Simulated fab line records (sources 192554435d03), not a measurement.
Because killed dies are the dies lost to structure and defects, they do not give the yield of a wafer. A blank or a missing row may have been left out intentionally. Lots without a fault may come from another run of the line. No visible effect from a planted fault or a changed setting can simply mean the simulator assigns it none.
Lot-split experiment ; flow n5_finfet ; route with 1938 steps; 7 lots, 21 wafers read

== THE SPLIT ITSELF ==
At N5_BEOL_M5_EXPOSE_08 (exposes mask M5, target cd 28 nm), the setting dose_mj was moved away from the recipe's 35.75 on 8 of the 21 wafers read, by -6.4% to -4.5%. For the rest of the wafers, this setting stayed at what the recipe calls for.

== FROM THE SPLIT TO THE READING: what the file shows between them, 12 steps ==
- N5_BEOL_M5_PEB_09: peb time 60 s
- N5_BEOL_M5_DEVELOP_10: develop time 30 s
- N5_BEOL_M5_CD_MEAS_11: target cd 27.74 nm
- N5_BEOL_M5_DESCUM_16: chemistry O2, time 7 s (also split here: time_s)
- N5_BEOL_M5_ETCH_72: etches underlayer in N2/H2, target depth 6.5 nm, time 5.2 s
- N5_BEOL_M5_ETCH_61: etches SiARC in CF4, target depth 15.6 nm, time 26 s
- N5_BEOL_M5_ETCH_62: etches SOC in N2/H2, target depth 75 nm, overetch 15 nm, time 112.5 s
- N5_BEOL_M5_STRIP_63: strips in N2/H2
- N5_BEOL_M5_STRIP_73: strips in N2/H2
- N5_BEOL_M5_STRIP_64: strips in CF4
- N5_BEOL_M5_HM_OPEN_17: chemistry Cl2/BCl3, target TiN, target depth 20 nm, overetch 6 nm
- N5_BEOL_M5_STRIP_19: strips in O2

== THE READING ==
cd_nm, in nm, at N5_BEOL_M5_CD_MEAS_18 (pitch 56 nm, target cd 28 nm). A value of 27.9 nm with a standard deviation of 0.33 nm is what fault-free wafers of this fab line usually give.

wafer;tool, chamber at the split;dose_mj as run;against the recipe;cd_nm, nm;against lot-mates on the recipe
L075.2;euv_scanner-02, 0;35.75;recipe;27.6;-
L075.5;euv_scanner-02, 0;34.12;-4.6%;26.9;-0.7
L075.6;euv_scanner-02, 0;34.12;-4.6%;26.5;-1.1
L081.2;euv_scanner-02, 0;35.75;recipe;27.2;-
L081.3;euv_scanner-02, 0;35.75;recipe;28.0;-
L081.6;euv_scanner-02, 0;35.75;recipe;27.3;-
L083.1;euv_scanner-02, 0;33.69;-5.8%;26.4;-1.1
L083.4;euv_scanner-02, 0;33.69;-5.8%;26.0;-1.5
L083.5;euv_scanner-02, 0;35.75;recipe;27.5;-
L085.2;euv_scanner-02, 0;35.75;recipe;27.4;-
L085.5;euv_scanner-02, 0;35.75;recipe;28.1;-
L085.6;euv_scanner-02, 0;35.75;recipe;28.0;-
L087.3;euv_scanner-01, 0;33.47;-6.4%;26.7;-1.6
L087.5;euv_scanner-01, 0;35.75;recipe;28.2;-
L087.6;euv_scanner-01, 0;35.75;recipe;28.3;-
L094.3;euv_scanner-01, 0;33.96;-5.0%;26.4;-1.5
L094.5;euv_scanner-01, 0;35.75;recipe;27.9;-
L094.6;euv_scanner-01, 0;33.96;-5.0%;26.7;-1.2
L095.1;euv_scanner-01, 0;35.75;recipe;27.8;-
L095.4;euv_scanner-01, 0;34.13;-4.5%;26.6;-1.1
L095.5;euv_scanner-01, 0;35.75;recipe;27.7;-

FIT RESULTS
A straight line over all 21 wafers: cd_nm changes by +0.237 nm for each +1% of dose_mj; r = +0.89; the points scatter about the line by 0.32 nm.
The same after taking each lot's own level away (the mean of its wafers on the recipe; 21 wafers): +0.236 nm for each +1%; r = +0.94; scatter 0.23 nm.
That fit puts the effect of the largest move of dose_mj on the reading at 1.5 nm.
Across the lots, their own levels run from 27.50 to 28.25 nm, a range of 2.3 times the standard deviation given above.
So the lot-to-lot level changes the slope little: the two slopes agree.
Check: with one of the wafers moved furthest among these (-6.4%) left out of the fit, the line predicts -1.5 nm for it against its lot-mates. Against them it came out at -1.55 nm.

== THESE WAFERS: OTHER SPLITS ==
These wafers also went through other splits before the reading. Each is held against what the fit with the lots' levels taken away leaves over:
other split on the same wafers;wafers away from the commonest value;r with cd_nm (lot level and that fit taken away)
N5_BEOL_M2_EXPOSE_08 dose_mj;7;+0.19
N5_BEOL_M2_ETCH_69 bias_w;8;+0.18
N5_BEOL_M2_ALD_98 ald_cycles;7;+0.00
N5_BEOL_M3_ILD_DEP_00 time_s;7;-0.11
N5_BEOL_M5_DESCUM_16 time_s;6;+0.16

== THE WHOLE CHAIN: every reading that the file lists as answering this split, in the file's order ==
step;what it does;reading;change (the file's fit);r (the file's)
N5_BEOL_M5_CD_MEAS_11;target cd 27.74 nm;cd_nm;+0.215 nm for each +1% of the setting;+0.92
N5_BEOL_M5_DESCUM_16;chemistry O2, time 7 s;BEOL_M5.cd_nm (the simulator's own value, which no gauge read);+0.234 nm for each +1% of the setting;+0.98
N5_BEOL_M5_ETCH_62;etches SOC in N2/H2, target depth 75 nm, overetch 15 nm, time 112.5 s;BEOL_M5.cd_nm (the simulator's own value, which no gauge read);+0.203 nm for each +1% of the setting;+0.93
N5_BEOL_M5_HM_OPEN_17;chemistry Cl2/BCl3, target TiN, target depth 20 nm, overetch 6 nm;BEOL_M5.cd_nm (the simulator's own value, which no gauge read);+0.216 nm for each +1% of the setting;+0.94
N5_BEOL_M5_CD_MEAS_18;pitch 56 nm, target cd 28 nm;cd_nm;+0.246 nm for each +1% of the setting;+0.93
N5_BEOL_M5_VIA_ETCH_34;etches SiCOH lowk in C4F6/O2, target depth 88.3 nm, time 39.2 s;BEOL_M5.cd_nm (the simulator's own value, which no gauge read);+0.215 nm for each +1% of the setting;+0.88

== THE FILE'S OWN FIT ==
cd_nm changes by +0.246 nm for each +1% of dose_mj, r = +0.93.
